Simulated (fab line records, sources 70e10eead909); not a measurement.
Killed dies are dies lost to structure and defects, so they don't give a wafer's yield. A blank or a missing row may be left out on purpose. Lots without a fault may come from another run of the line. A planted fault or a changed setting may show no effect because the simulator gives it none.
Which tool did it? | flow nand_harc | 7 lots, 21 wafers sampled, at 4 steps of a route of 1302

WHAT THE GAUGES READ, wafer by wafer
NHARC_P_ZERO_WELL_CD_MEAS_52: target cd 2000 nm.
lot  | measured     | on        | cd_nm (nm)
L569 | day 2 11:41  | cd_sem-01 | 2002.0 2000.3 2002.2
L571 | day 3 07:50  | cd_sem-01 | 1999.9 2000.0 2000.6
L573 | day 4 03:55  | cd_sem-01 | 2000.9 2000.8 2001.1
L576 | day 5 09:47  | cd_sem-02 | 1998.5 2003.5 2003.7
L580 | day 7 02:55  | cd_sem-01 | - - -
L588 | day 10 12:28 | cd_sem-03 | 1997.1 1998.7 2000.7
L590 | day 11 05:40 | cd_sem-01 | 2001.1 1998.5 2001.1

WHICH TOOL RAN EACH LOT (tool, then ch and the chambers of the sampled wafers, then the start)
lot  | NHARC_P_ZERO_WELL_DESCUM_13       | NHARC_P_ZERO_WELL_DESCUM_39        | NHARC_P_ZERO_WELL_EXPOSE_49
L569 | rie_diel-03 ch 1,2,3, day 2 07:25 | rie_diel-02 ch 2,3, day 2 10:18    | krf_scanner-04 ch 0, day 2 11:32
L571 | rie_diel-02 ch 0,1,2, day 3 03:26 | rie_diel-02 ch 0,1,3, day 3 06:22  | krf_scanner-02 ch 0, day 3 07:40
L573 | rie_diel-02 ch 0,2,3, day 3 23:20 | rie_diel-03 ch 0,1,3, day 4 02:28  | krf_scanner-02 ch 0, day 4 03:45
L576 | rie_diel-03 ch 0,1, day 5 05:28   | rie_diel-02 ch 0,3, day 5 08:26    | krf_scanner-01 ch 0, day 5 09:38
L580 | rie_diel-02 ch 1,3, day 6 21:24   | rie_diel-03 ch 1,2,3, day 7 01:26  | krf_scanner-02, day 7 02:45
L588 | rie_diel-11 ch 1,3, day 10 05:25  | rie_diel-03 ch 0,1,2, day 10 11:08 | krf_scanner-01 ch 0, day 10 12:19
L590 | rie_diel-11 ch 1,2, day 11 01:27  | rie_diel-02 ch 2,3, day 11 04:12   | krf_scanner-04 ch 0, day 11 05:31
- NHARC_P_ZERO_WELL_DESCUM_13: chemistry O2, time 3 s.
- NHARC_P_ZERO_WELL_DESCUM_39: chemistry O2, time 3 s.
- NHARC_P_ZERO_WELL_EXPOSE_49: exposes mask P HVPW, target cd 2000 nm.

THE ANSWER, worked out from the rows above alone
Rule: what is usual is taken from the lots themselves. Put in order of their means at a reading, lots are off if they are a third of the lots or fewer, leave a main group of 4 or more, and stand apart from it by a gap of 3 or more times the standard deviation of the main group's means; of several such gaps the widest counts. A main group whose means are all the same, to the digits that the tables above print for the reading, isn't used. A lot without any number at a reading at which 4 lots or more have one is off too. The other lots that the step has rows for count as sound.
Off: L580, at NHARC_P_ZERO_WELL_CD_MEAS_52 (cd_nm). Without a number there: L580. The main group: mean 2000.6 nm, standard deviation 1.
A tool fits if, at a process step before that reading, it ran every lot that is off, and no sound lot after the first of them. The gauges at NHARC_P_ZERO_WELL_CD_MEAS_52 are tried like those tools. Can't be told from this: 2 tools fit, rie_diel-02 at NHARC_P_ZERO_WELL_DESCUM_13, krf_scanner-02 at NHARC_P_ZERO_WELL_EXPOSE_49.

WHAT THE SIMULATOR HAD PUT IN
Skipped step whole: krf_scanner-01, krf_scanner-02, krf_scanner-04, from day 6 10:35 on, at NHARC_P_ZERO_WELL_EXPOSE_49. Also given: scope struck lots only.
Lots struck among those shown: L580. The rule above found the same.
